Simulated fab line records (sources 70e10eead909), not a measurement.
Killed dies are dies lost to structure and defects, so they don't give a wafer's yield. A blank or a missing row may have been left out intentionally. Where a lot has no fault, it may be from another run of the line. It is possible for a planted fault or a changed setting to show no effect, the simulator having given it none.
A struck lot beside a sound one	flow nand-harc	14 steps out of a route of 1159
Sound: these wafers, L857.1, L857.3, L857.6. Struck: wafers L865.1, L865.2, L865.6. The cause is given at the end.
Each step with rows lists, per side, the tool, then ch with its chambers, then its first start. Under that, the readings that differ: sound wafers	struck wafers	difference of the means	sigmas: that difference in standard deviations of wafers without a fault.
alike: same words and numbers on both sides, and readings whose means sit less than 2 such deviations apart. not compared: any withheld reading, any reading some wafer has no value for, any bound like >300 that may hide the same value, and any number with overlapping values for which the record gives no deviation.
Wherever a step has rows on one side only, a row that says differs or no value, or a row with sigmas, the two part there. Numbers that don't overlap but have no deviation are shown without sigmas and don't part them. A reading that every wafer of one side lacks parts them only if that side has two wafers or more.

NHARC_P_GATE_ETCHBACK_37: etches the open film in CHF3/O2, target depth 34.5 nm, time 17.2 s.
  sound: rie-diel-08 ch 0,2,3; struck: rie-diel-05 ch 0,2
reading	sound	struck	difference	sigmas
showerhead-plenum-p-Torr (Torr)	2.43 2.29 2.40	2.57 2.59 2.57	+0.20	+2
  alike: drypump-motor-current-A, oes-product-au, rf-vpp-V, throttle-valve-pct
  not compared: rf-hours-counter-h
NHARC_P_GATE_STRIP_101: strips in O2, time 20 s.
  sound on rie-diel-08 ch 0,1, day 7 02:50; struck on rie-diel-05 ch 0,2,3, day 8 17:53
  alike: drypump-motor-current-A, oes-product-au, rf-vpp-V, showerhead-plenum-p-Torr, throttle-valve-pct
  not compared: rf-hours-counter-h
then, 10 steps without rows for these wafers: NHARC_P_GATE_PRECLEAN_97 (cleans in SPM, time 600 s); NHARC_P_GATE_SRD_98; NHARC_P_GATE_PRECLEAN_99 (cleans in SC1); NHARC_P_GATE_SRD_100; NHARC_P_GATE_DEHYDRATE_38 (time 120 s); NHARC_P_GATE_HMDS_39 (time 30 s); NHARC_P_GATE_COAT_40; NHARC_P_GATE_SOFTBAKE_41 (time 95 s); NHARC_P_GATE_EBR_42; NHARC_P_GATE_EXPOSE_43 (exposes mask P NSD, target cd 720 nm).
NHARC_P_GATE_PEB_44: peb time 85 s.
  sound on litho-track-05 ch 0, day 7 03:48; struck on litho-track-05, day 8 18:36
  no value came back on the struck wafers for chill-plate-temp-C (C), exhaust-pa (Pa), resist-line-temp-C (C); on the sound wafers chill-plate-temp-C (C) reads 22.93 22.85 22.97
then, 1 step without rows for these wafers: NHARC_P_GATE_DEVELOP_45 (time 70 s).

## WHERE THEY PART
Last at NHARC_P_GATE_PEB_44 as far as this record goes, first at NHARC_P_GATE_ETCHBACK_37.

WHY: whatever the simulator had introduced
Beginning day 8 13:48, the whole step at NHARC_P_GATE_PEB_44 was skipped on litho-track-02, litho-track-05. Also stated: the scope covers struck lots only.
